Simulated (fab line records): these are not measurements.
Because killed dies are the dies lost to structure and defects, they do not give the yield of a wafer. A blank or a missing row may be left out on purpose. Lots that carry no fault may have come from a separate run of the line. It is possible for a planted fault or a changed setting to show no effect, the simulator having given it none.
Which tool did it? + flow nandHarc + Sampling: 7 lots, 21 wafers, 5 of 1302 route steps

== WHAT THE GAUGES READ, wafer by wafer ==
NHARC_END_SORT_01.
| lot  | measured     | on        | killedAtArray |
|------|--------------|-----------|---------------|
| L922 | day 31 05:36 | prober-02 | 666 672 72    |
| L921 | day 31 05:47 | prober-01 | 49 674 80     |

== WHICH TOOL RAN EACH LOT (tool, then ch and the chambers of the sampled wafers, then the start) ==
| lot  | NHARC_A_STAIRCASE_DEP_322       | NHARC_THIN_TSV_PVD_51                  | NHARC_THIN_TSV_CMP_21         | NHARC_THIN_TSV_ETCH_36           |
|------|---------------------------------|----------------------------------------|-------------------------------|----------------------------------|
| L908 | pecvd-03 ch 0,1,2, day 19 01:11 | pvdSputter-03, day 24 21:44 or earlier | cmp-04 ch 1,2,3, day 24 21:44 | rieMetal-02 ch 0,1, day 24 23:44 |
| L909 | pecvd-02 ch 1,2, day 19 01:26   | pvdSputter-01, day 24 16:54 or earlier | cmp-02 ch 0,1,3, day 24 16:54 | rieMetal-03 ch 0,1, day 24 19:02 |
| L922 | pecvd-03 ch 0,2, day 24 16:07   | pvdSputter-02, day 30 17:57 or earlier | cmp-02 ch 0, day 30 17:57     | rieMetal-01 ch 0, day 30 20:13   |
| L921 | pecvd-03 ch 0,1, day 24 16:30   | pvdSputter-02, day 30 18:58 or earlier | cmp-04 ch 0,1, day 30 18:58   | rieMetal-03 ch 0, day 30 21:07   |
| L926 | pecvd-04 ch 0,1, day 25 17:01   | pvdSputter-01, day 31 08:55 or earlier | cmp-01 ch 0,1,3, day 31 08:55 | rieMetal-01 ch 0, day 31 11:16   |
| L927 | pecvd-02 ch 0,1,2, day 26 13:12 | pvdSputter-02, day 32 08:04 or earlier | cmp-02 ch 1,2,3, day 32 08:04 | rieMetal-02 ch 0,1, day 32 10:11 |
| L929 | pecvd-02 ch 0,1,2, day 26 22:31 | pvdSputter-02, day 32 18:02 or earlier | cmp-01 ch 0,1, day 32 18:02   | rieMetal-01 ch 0,1, day 32 20:08 |
- NHARC_A_STAIRCASE_DEP_322: deposits SiO2, target thk 7200 nm.
- NHARC_THIN_TSV_PVD_51: deposits Cu, target thk 100 nm.
- NHARC_THIN_TSV_CMP_21: polishes, t overpolish 30 s, target thk 2000 nm.
- NHARC_THIN_TSV_ETCH_36: etches the open film in Cl2/BCl3, target depth 65 nm, time 18.571 s.

== THE ANSWER, worked out from the rows above alone ==
Rule: the usual values come from the lots themselves. The widest of any qualifying gaps counts: lots, ordered by their means at a reading, are off when they make up no more than a third of the lots, leave a main group of 4 or more, and stand apart from it by 3 or more times the standard deviation of that group's means. A main group is skipped when, at the precision printed for the reading in the tables above, its means are all equal. Also off: a lot with no number at a reading for which 4 or more lots have one. Where the step has rows for the other lots, those lots are counted as sound.
No lot is off on any of the readings shown, so nothing can be concluded from this.

== WHAT THE SIMULATOR PUT IN ==
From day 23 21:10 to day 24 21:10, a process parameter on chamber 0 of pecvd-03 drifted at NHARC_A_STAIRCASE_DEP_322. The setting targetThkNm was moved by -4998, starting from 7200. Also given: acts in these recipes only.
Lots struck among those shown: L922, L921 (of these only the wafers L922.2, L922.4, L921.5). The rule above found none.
